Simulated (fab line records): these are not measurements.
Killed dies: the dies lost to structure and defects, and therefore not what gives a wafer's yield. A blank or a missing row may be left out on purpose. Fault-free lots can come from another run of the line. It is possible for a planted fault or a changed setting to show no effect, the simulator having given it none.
Lot-split experiment | flow n5 finfet | 7 lots, 21 wafers read, on a route of 1938 steps

SPLIT DETAILS
At N5_FIN_SAQP_COAT_49 (time 60 s, resist thk 100 nm), the setting spin rpm was moved away from the recipe's 1500 rpm on 9 of the 21 wafers read, by -10.4% to +9.3%. The other wafers ran this setting at the recipe's value.

FROM THE SPLIT TO THE READING: what the file shows between them, 8 steps
- N5_FIN_SAQP_COAT_50: time 60 s, resist thk 35 nm
- N5_FIN_SAQP_COAT_10: resist thk 90 nm
- N5_FIN_SAQP_DESCUM_21: chemistry O2, time 7.9 s
- N5_FIN_SAQP_ETCH_51: etches SiARC in CF4, target depth 45.5 nm, time 75.8 s
- N5_FIN_SAQP_ETCH_52: etches SOC in N2/H2, target depth 100 nm, overetch 20 nm, time 150 s
- N5_FIN_SAQP_STRIP_53: strips in N2/H2
- N5_FIN_SAQP_HM_OPEN_73: chemistry CHF3/O2, target SiO2, stops on a-Si, target depth 12 nm, time 16.8 s
- N5_FIN_SAQP_STRIP_74: strips in CHF3/O2

THE READING
SOC_of_FIN_SAQP_COAT_49.thk nm (the simulator's own value, which no gauge read), in nm, at N5_FIN_SAQP_MANDREL_ETCH_22 (etches a-Si in HBr/Cl2, stops on SiNx, target depth 60 nm, bt time 10 s, time 30 s). The file does not state a usual value for it. Here, 12 wafers ran the recipe; their average is 75.88 nm with a standard deviation of 0.49 nm.

wafer  | tool, chamber at the split | spin rpm as run, rpm | against the recipe | SOC_of_FIN_SAQP_COAT_49.thk nm, nm | against lot-mates on the recipe
L074.3 | litho track-03, 0          | 1500                 | recipe             | 75.35                              | -
L074.4 | litho track-03, 0          | 1500                 | recipe             | 75.64                              | -
L074.5 | litho track-03, 0          | 1500                 | recipe             | 75.84                              | -
L075.1 | litho track-03, 0          | 1500                 | recipe             | 75.2                               | -
L075.2 | litho track-03, 0          | 1500                 | recipe             | 75.53                              | -
L075.3 | litho track-03, 0          | 1577                 | +5.1%              | 73.04                              | -2.33
L082.2 | litho track-04, 0          | 1500                 | recipe             | 76.44                              | -
L082.4 | litho track-04, 0          | 1500                 | recipe             | 76.39                              | -
L082.6 | litho track-04, 0          | 1344                 | -10.4%             | 82.37                              | +5.96
L089.1 | litho track-03, 0          | 1500                 | recipe             | 75.53                              | -
L089.3 | litho track-03, 0          | 1500                 | recipe             | 75.44                              | -
L089.4 | litho track-03, 0          | 1394                 | -7.1%              | 79.14                              | +3.66
L093.3 | litho track-04, 0          | 1639                 | +9.3%              | 72.64                              | -3.69
L093.4 | litho track-04, 0          | 1639                 | +9.3%              | 72.09                              | -4.24
L093.6 | litho track-04, 0          | 1500                 | recipe             | 76.33                              | -
L094.2 | litho track-03, 0          | 1362                 | -9.2%              | 81.28                              | no lot-mate on the recipe
L094.3 | litho track-03, 0          | 1362                 | -9.2%              | 81.28                              | no lot-mate on the recipe
L094.4 | litho track-03, 0          | 1362                 | -9.2%              | 81.69                              | no lot-mate on the recipe
L096.2 | litho track-04, 0          | 1408                 | -6.1%              | 79.32                              | +2.90
L096.4 | litho track-04, 0          | 1500                 | recipe             | 76.03                              | -
L096.5 | litho track-04, 0          | 1500                 | recipe             | 76.81                              | -

THE FIT
A straight line over all 21 wafers: SOC_of_FIN_SAQP_COAT_49.thk nm changes by -0.52 nm for each +1% of spin rpm; r = -0.98; the points scatter about the line by 0.66 nm.
The same after taking each lot's own level away (the mean of its wafers on the recipe; 18 wafers): -0.485 nm for each +1%; r = -0.99; scatter 0.34 nm.
On that fit, the largest move of spin rpm shifts the reading by 5 nm.
From 75.365 to 76.420 nm: that is the span of the lots' own levels, equal to 2.1 times the standard deviation above.
Consequently the slope shifts little with the lot-to-lot level, the two slopes agreeing.
Check: +4.78 nm against its lot-mates is what the line predicts for one of the wafers moved furthest among these (-10.4%) when that wafer is left out of the fit. Against them it came out at +5.96 nm.

ADDITIONAL SPLITS CARRIED BY THESE WAFERS
Note: prior to the reading, these wafers also went through further splits. Each is held against what the fit with the lots' levels taken away leaves over:
other split on the same wafers          | wafers away from the commonest value | r with SOC_of_FIN_SAQP_COAT_49.thk nm (lot level and that fit taken away)
N5_ZERO_LAYER_COAT_05 spin rpm          | 9                                    | +0.04
N5_ZERO_LAYER_DEVELOP_10 develop time s | 7                                    | +0.23
N5_FIN_SAQP_ALD_61 temp c               | 7                                    | +0.56

THE WHOLE CHAIN: every reading that the file lists as answering this split, in the file's order
step                        | what it does                                                                       | reading                                                                         | change (the file's fit)               | r (the file's)
N5_FIN_SAQP_COAT_49         | time 60 s, resist thk 100 nm                                                       | SOC_of_FIN_SAQP_COAT_49.thk nm (the simulator's own value, which no gauge read) | -0.511 nm for each +1% of the setting | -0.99
N5_FIN_SAQP_ETCH_52         | etches SOC in N2/H2, target depth 100 nm, overetch 20 nm, time 150 s               | etch.depth nm (the simulator's own value, which no gauge read)                  | -0.511 nm for each +1% of the setting | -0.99
N5_FIN_SAQP_MANDREL_ETCH_22 | etches a-Si in HBr/Cl2, stops on SiNx, target depth 60 nm, bt time 10 s, time 30 s | SOC_of_FIN_SAQP_COAT_49.thk nm (the simulator's own value, which no gauge read) | -0.501 nm for each +1% of the setting | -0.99

FILE'S OWN FIT
SOC_of_FIN_SAQP_COAT_49.thk nm changes by -0.501 nm for each +1% of spin rpm, r = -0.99.
